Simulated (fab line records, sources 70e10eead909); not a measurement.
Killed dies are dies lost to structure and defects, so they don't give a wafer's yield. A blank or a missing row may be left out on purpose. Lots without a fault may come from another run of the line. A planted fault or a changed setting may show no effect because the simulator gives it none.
Chamber matching | flow nand_harc | NHARC_P_M2_PRE_CLEAN_32 on pecvd-02: 3 sister chambers
The step time 12 s. 22 wafers are shown with their chamber, then 11 later ones without.

WAFERS WITH THEIR CHAMBER
wafer  | chamber | heater_power_w (W)
L075.1 | 2       | 621
L075.3 | 0       | 627
L075.5 | 1       | 757
L078.1 | 1       | 685
L078.2 | 0       | 568
L078.3 | 1       | 675
L081.1 | 0       | 641
L081.4 | 1       | 693
L081.6 | 0       | 634
L082.2 | 2       | 549
L082.3 | 0       | 560
L082.5 | 1       | 748
L085.1 | 2       | 640
L085.2 | 0       | 543
L085.6 | 0       | 550
L087.3 | 2       | 611
L087.5 | 1       | 790
L087.6 | 2       | 611
L089.2 | 0       | 608
L089.3 | 1       | 753
L089.5 | 0       | 603
L088.1 | 1       | 757

SIGNATURES (means of the wafers above)
reading        | chamber 0 | chamber 1 | chamber 2 | scatter within a chamber
heater_power_w | 592.67    | 732.25    | 606.40    | 38.7
Rule: a wafer's distance from a chamber is the root of the sum, over the readings, of the square of ((its reading less the chamber's mean) divided by the reading's scatter). The wafer belongs to the nearest chamber; if the next one is less than 2 further off, it can't be placed. The scatter: the root of (the sum of the squares of (reading less its chamber's mean) over the shown wafers, divided by (wafers less chambers)).

WAFERS WITHOUT THEIR CHAMBER
wafer  | heater_power_w (W)
L088.4 | 753
L088.5 | 537
L090.2 | 581
L090.3 | 778
L090.6 | 581
L096.2 | 589
L096.3 | 773
L096.5 | 624
L097.3 | 587
L097.5 | 609
L097.6 | 719

WHICH CHAMBER EACH WENT THROUGH
wafer  | from the rows above     | in truth
L088.4 | 1                       | 1
L088.5 | can't be placed: 0 or 2 | 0
L090.2 | can't be placed: 0 or 2 | 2
L090.3 | 1                       | 1
L090.6 | can't be placed: 0 or 2 | 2
L096.2 | can't be placed: 0 or 2 | 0
L096.3 | 1                       | 1
L096.5 | can't be placed: 2 or 0 | 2
L097.3 | can't be placed: 0 or 2 | 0
L097.5 | can't be placed: 2 or 0 | 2
L097.6 | 1                       | 1
Placed correctly: 4 of 11. Can't be placed from these rows: 7 (the true chamber is among the candidates in 7). Placed wrongly: 0.
